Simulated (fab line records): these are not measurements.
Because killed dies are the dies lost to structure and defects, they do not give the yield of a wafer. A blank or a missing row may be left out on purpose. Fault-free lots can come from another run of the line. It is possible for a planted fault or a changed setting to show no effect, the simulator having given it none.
Split-lot experiment	flow n5Finfet	7 lots, 21 wafers read, on a route of 1938 steps

THE SPLIT
At N5_PASSIVATION_EXPOSE_07 (exposes mask TV, defocus 0 nm, target cd 3000 nm), the setting doseMj was moved away from the recipe's 22.75 on 5 of the 21 wafers read, by -6.2% to +6.5%. All remaining wafers had this setting at the recipe value.

FROM THE SPLIT TO THE READING: what the file shows between them, 3 steps
- N5_PASSIVATION_PEB_08
- N5_PASSIVATION_DEVELOP_09: develop time 60 s
- N5_PASSIVATION_HARDBAKE_11: time 120 s

THE READING
cdNm, in nm, at N5_PASSIVATION_CD_MEAS_10 (target cd 3000 nm). Fault-free wafers of this fab line usually give 3000 nm, standard deviation 3.5 nm.

wafer	tool, chamber at the split	doseMj as run	against the recipe	cdNm, nm	against lot-mates on the recipe
L074.3	krfScanner-02, 0	22.75	recipe	2999	-
L074.4	krfScanner-02, 0	21.95	-3.5%	2985	-14
L074.6	krfScanner-02, 0	21.95	-3.5%	2993	-6
L083.2	krfScanner-02, 0	22.75	recipe	2996	-
L083.3	krfScanner-02, 0	22.75	recipe	3000	-
L083.6	krfScanner-02, 0	22.75	recipe	3001	-
L084.1	krfScanner-01, 0	22.75	recipe	2996	-
L084.2	krfScanner-01, 0	22.75	recipe	2998	-
L084.5	krfScanner-01, 0	22.75	recipe	2994	-
L085.1	krfScanner-01, 0	22.75	recipe	3005	-
L085.2	krfScanner-01, 0	21.33	-6.2%	2985	-19
L085.6	krfScanner-01, 0	22.75	recipe	3003	-
L089.1	krfScanner-01, 0	22.75	recipe	3003	-
L089.2	krfScanner-01, 0	22.75	recipe	3005	-
L089.4	krfScanner-01, 0	22.75	recipe	2995	-
L092.2	krfScanner-02, 0	22.75	recipe	3003	-
L092.4	krfScanner-02, 0	24.23	+6.5%	3017	+14
L092.6	krfScanner-02, 0	24.23	+6.5%	3016	+13
L096.2	krfScanner-02, 0	22.75	recipe	2997	-
L096.4	krfScanner-02, 0	22.75	recipe	2999	-
L096.5	krfScanner-02, 0	22.75	recipe	3003	-

THE FIT
A straight line over all 21 wafers: cdNm changes by +2.6 nm for each +1% of doseMj; r = +0.90; the points scatter about the line by 3.5 nm.
The same after taking each lot's own level away (the mean of its wafers on the recipe; 21 wafers): +2.46 nm for each +1%; r = +0.92; scatter 2.9 nm.
The reading moves by 16 nm for the largest change in doseMj, on that fit.
The span of the lots' own levels, 2996.0 to 3004.0 nm, comes to 2.3 times the standard deviation stated above.
Consequently the slope shifts little with the lot-to-lot level, the two slopes agreeing.
Check: with one of the wafers moved furthest among these (+6.5%) left out of the fit, the line predicts +16.2 nm for it against its lot-mates. It came out at +14 nm against them.

THE FILE'S OWN FIT
cdNm changes by +2.56 nm for each +1% of doseMj, r = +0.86.
